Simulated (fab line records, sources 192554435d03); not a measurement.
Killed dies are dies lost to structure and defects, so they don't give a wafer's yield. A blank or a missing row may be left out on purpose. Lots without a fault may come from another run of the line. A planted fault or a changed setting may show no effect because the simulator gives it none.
Chamber matching | flow n5_finfet | N5_BEOL_M8_CMP_52 on cmp-03: 4 sister chambers
The step polishes, stops on SiCOH lowk, t overpolish 6.9 s, target thk 80 nm. 8 wafers are shown with their chamber, then 11 later ones without.

WAFERS WITH THEIR CHAMBER
wafer  | chamber | motor_current_A (A) | time_to_endpoint_s (s)
L080.1 | 1       | 6.2                 | 64
L084.4 | 1       | 6.1                 | 59
L084.5 | 2       | 6.9                 | 54
L082.1 | 3       | 5.2                 | 67
L082.4 | 2       | 7.1                 | 59
L093.3 | 3       | 4.9                 | 64
L093.5 | 0       | 7.1                 | 68
L094.1 | 0       | 7.2                 | 68

WAFERS WITHOUT THEIR CHAMBER
wafer  | motor_current_A (A) | time_to_endpoint_s (s)
L094.2 | 5.9                 | 65
L094.5 | 6.0                 | 64
L092.1 | 7.0                 | 67
L092.3 | 6.5                 | 67
L092.6 | 4.8                 | 62
L095.3 | 6.8                 | 67
L095.5 | 5.2                 | 65
L095.6 | 7.3                 | 60
L097.2 | 6.7                 | 67
L097.3 | 5.0                 | 64
L097.4 | 6.5                 | 64

WHICH CHAMBER EACH WENT THROUGH
wafer  | from the rows above          | in truth
L094.2 | 1                            | 1
L094.5 | 1                            | 1
L092.1 | 0                            | 0
L092.3 | can't be placed: 1 or 0      | 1
L092.6 | 3                            | 3
L095.3 | can't be placed: 0 or 2      | 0
L095.5 | 3                            | 3
L095.6 | can't be placed: 2 or 0      | 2
L097.2 | can't be placed: 0 or 2 or 1 | 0
L097.3 | 3                            | 3
L097.4 | can't be placed: 1 or 2      | 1
Placed correctly: 6 of 11. Can't be placed from these rows: 5 (the true chamber is among the candidates in 5). Placed wrongly: 0.
How it was worked out, from the rows above alone: a wafer's distance from a chamber is the root of the sum, over the readings, of the square of ((its reading less the chamber's mean) divided by the reading's scatter). The wafer belongs to the nearest chamber; if the next one is less than 2 further off, it can't be placed. A chamber's mean is the mean of its shown wafers. The scatter: the root of (the sum of the squares of (reading less its chamber's mean) over the shown wafers, divided by (wafers less chambers)).
